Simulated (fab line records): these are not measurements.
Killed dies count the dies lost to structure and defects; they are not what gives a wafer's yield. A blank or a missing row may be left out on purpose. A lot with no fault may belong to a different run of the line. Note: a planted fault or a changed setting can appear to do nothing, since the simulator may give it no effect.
Comparing a struck lot with a sound one / flow nand harc / 42 out of 1159 route steps
Sound: wafers L339.2, L339.4, L339.5. Struck: wafer L353.4 (L353.1, L353.3, from the same lot, were not struck and are left out); the cause is given at the end.
At each step with rows: each side's tool, then ch and its chambers, then its first start. Under that, the readings that differ: sound wafers / struck wafers / difference of the means / sigmas: that difference in standard deviations of wafers without a fault.
alike: words and numbers the same on both sides, and readings whose means are apart by under 2 such deviations; not compared: readings that were withheld, readings missing a value for some wafer, numbers with overlapping values and no deviation given by the record, and bounds like >300 which may hide the same value.
Wherever a step has rows on one side only, a row that says differs or no value, or a row with sigmas, the two part there. Numbers that don't overlap but have no deviation are shown without sigmas and don't part them. A reading that every wafer of one side lacks parts them only if that side has two wafers or more.

first, 3 steps without rows for these wafers: NHARC_A_CONTACT_ETCH_49 (etches the open film in N2/H2, target depth 260 nm, time 475.3 s); NHARC_A_CONTACT_ETCH_50 (etches the open film in CF4/CHF3, target depth 84.7 nm, time 42.4 s); NHARC_A_CONTACT_ETCH_51 (etches the open film in O2/COS, target depth 3600 nm, time 936 s).
NHARC_A_CONTACT_ETCH_111: etches the open film in C4F8/O2/Ar, time 140 s, target depth 700 nm.
  sound on har cap etch-01 ch 0,1, day 17 02:13; struck on har cap etch-03 ch 1, day 21 17:45
  not compared: rf hours counter h
then, 3 steps without rows for these wafers: NHARC_A_CONTACT_ETCH_112 (etches the open film in C4F8/O2/Ar, time 94 s, target depth 922 nm); NHARC_A_CONTACT_ETCH_113 (etches the open film in C4F8/O2/Ar, time 94 s, target depth 922 nm); NHARC_A_CONTACT_ETCH_114 (etches the open film in C4F8/O2/Ar, time 94 s, target depth 922 nm).
NHARC_A_CONTACT_ETCH_115: etches the open film in C4F8/O2/Ar, time 94 s, target depth 922 nm.
  sound on har cap etch-01 ch 0,1, day 17 02:41; struck on har cap etch-03 ch 1, day 21 18:13
  not compared: rf hours counter h
then, 4 steps without rows for these wafers: NHARC_A_CONTACT_ETCH_116 (etches the open film in C4F8/O2/Ar, time 94 s, target depth 922 nm); NHARC_A_CONTACT_ETCH_117 (etches the open film in C4F8/O2/Ar, time 94 s, target depth 922 nm); NHARC_A_CONTACT_ETCH_118 (etches the open film in C4F8/O2/Ar, time 94 s, target depth 922 nm); NHARC_A_CONTACT_ETCH_119 (etches the open film in C4F8/O2/Ar, time 94 s, target depth 922 nm).
NHARC_A_CONTACT_ETCH_120: etches the open film in C4F8/O2/Ar, time 94 s, target depth 922 nm.
  sound on har cap etch-01 ch 0,1, day 17 03:08; struck on har cap etch-03 ch 1, day 21 18:40
  not compared: rf hours counter h
then, 2 steps without rows for these wafers: NHARC_A_CONTACT_ETCH_121 (etches the open film in C4F8/O2/Ar, time 94 s, target depth 922 nm); NHARC_A_CONTACT_ETCH_122 (etches the open film in C4F8/O2/Ar, time 95 s, target depth 930 nm).
NHARC_A_CONTACT_ETCH_123: etches the open film in C4F8/O2/Ar, time 253 s, target depth 1090 nm.
  sound on har cap etch-01 ch 0,1, day 17 03:26; struck on har cap etch-03 ch 1, day 21 18:56
  not compared: rf hours counter h
then, 2 steps without rows for these wafers: NHARC_A_CONTACT_ETCH_90 (etches the open film in CH3F/O2, target depth 40 nm, time 85.7 s); NHARC_A_CONTACT_ETCH_96 (etches the open film in C4F6/O2, target depth 20 nm, time 10 s).
NHARC_A_CONTACT_CD_MEAS_53:
  sound on cd sem-03 at day 17 04:12; struck on cd sem-01 at day 21 19:47
reading=cd nm (nm); sound=188.9 188.9 188.3; struck=190.7; difference=+2.0; sigmas=+2
then, 3 steps without rows for these wafers: NHARC_A_CONTACT_STRIP_99 (strips in N2/H2); NHARC_A_CONTACT_STRIP_100 (strips in CF4/CHF3); NHARC_A_CONTACT_STRIP_101 (strips in O2/COS).
NHARC_A_CONTACT_ETCH_102: etches the open film in CF4/O2, target depth 70 nm, overetch 7 nm, time 38.5 s.
  sound on rie diel-03 ch 1,3, day 17 04:31; struck on rie diel-13 ch 1, day 21 20:04
reading=showerhead plenum p Torr (Torr); sound=1.25 1.23 1.23; struck=1.44; difference=+0.20; sigmas=+3
  alike: drypump motor current A, o2 flow sccm, oes product au, rf vpp V, throttle valve pct
  not compared: rf hours counter h
then, 14 steps without rows for these wafers: NHARC_A_CONTACT_STRIP_55 (strips in O2); NHARC_A_CONTACT_STRIP_56 (strips in post etch residue remover, time 600 s); NHARC_A_CONTACT_DEP_57 (deposits aC, target thk 2800 nm); NHARC_A_CONTACT_DEP_58 (deposits SiON, target thk 60 nm); NHARC_A_CONTACT_DEHYDRATE_59 (time 120 s); NHARC_A_CONTACT_HMDS_60 (time 30 s); NHARC_A_CONTACT_COAT_61 (time 75 s); NHARC_A_CONTACT_COAT_62 (time 65 s); NHARC_A_CONTACT_COAT_63 (resist thk 90 nm); NHARC_A_CONTACT_SOFTBAKE_64 (time 55 s); NHARC_A_CONTACT_EBR_65; NHARC_A_CONTACT_EXPOSE_66 (exposes mask A CC 2); NHARC_A_CONTACT_PEB_67 (peb time 65 s); NHARC_A_CONTACT_DEVELOP_68 (develop time 35 s).
NHARC_A_CONTACT_CD_MEAS_69: the cd target is 200 nm.
  sound on cd sem-02 ch 0, day 17 07:50; struck on cd sem-02 ch 0, day 21 23:14
  alike: cd nm
NHARC_A_CONTACT_OVL_MEAS_70:
  sound on overlay-02 at day 17 07:55; struck on overlay-02 at day 21 23:19
  alike: overlay x nm, overlay y nm
then, 1 step without rows for these wafers: NHARC_A_CONTACT_DESCUM_74 (chemistry O2, time 3 s).
NHARC_A_CONTACT_ETCH_75: etches the open film in CF4, target depth 39 nm, time 65 s.
  sound on rie diel-05 ch 0,3, day 17 08:08; struck on rie diel-05 ch 0, day 21 23:30
  alike: drypump motor current A, oes product au, rf vpp V, showerhead plenum p Torr, throttle valve pct
  not compared: rf hours counter h
-- the record jumps here: 3 days lie between the struck wafers' starts before and after (it left off in module A_CONTACT and takes up again in module END, whose first step shown is number 1159 of the route) --
NHARC_END_SORT_01:
  the record has rows for the struck wafers here (prober-02 ch 0, day 24 17:37) and none for the sound ones

WHERE THEY PART
Earliest at NHARC_A_CONTACT_CD_MEAS_53; latest, in this record, at NHARC_END_SORT_01.

WHY: what the simulator had put in
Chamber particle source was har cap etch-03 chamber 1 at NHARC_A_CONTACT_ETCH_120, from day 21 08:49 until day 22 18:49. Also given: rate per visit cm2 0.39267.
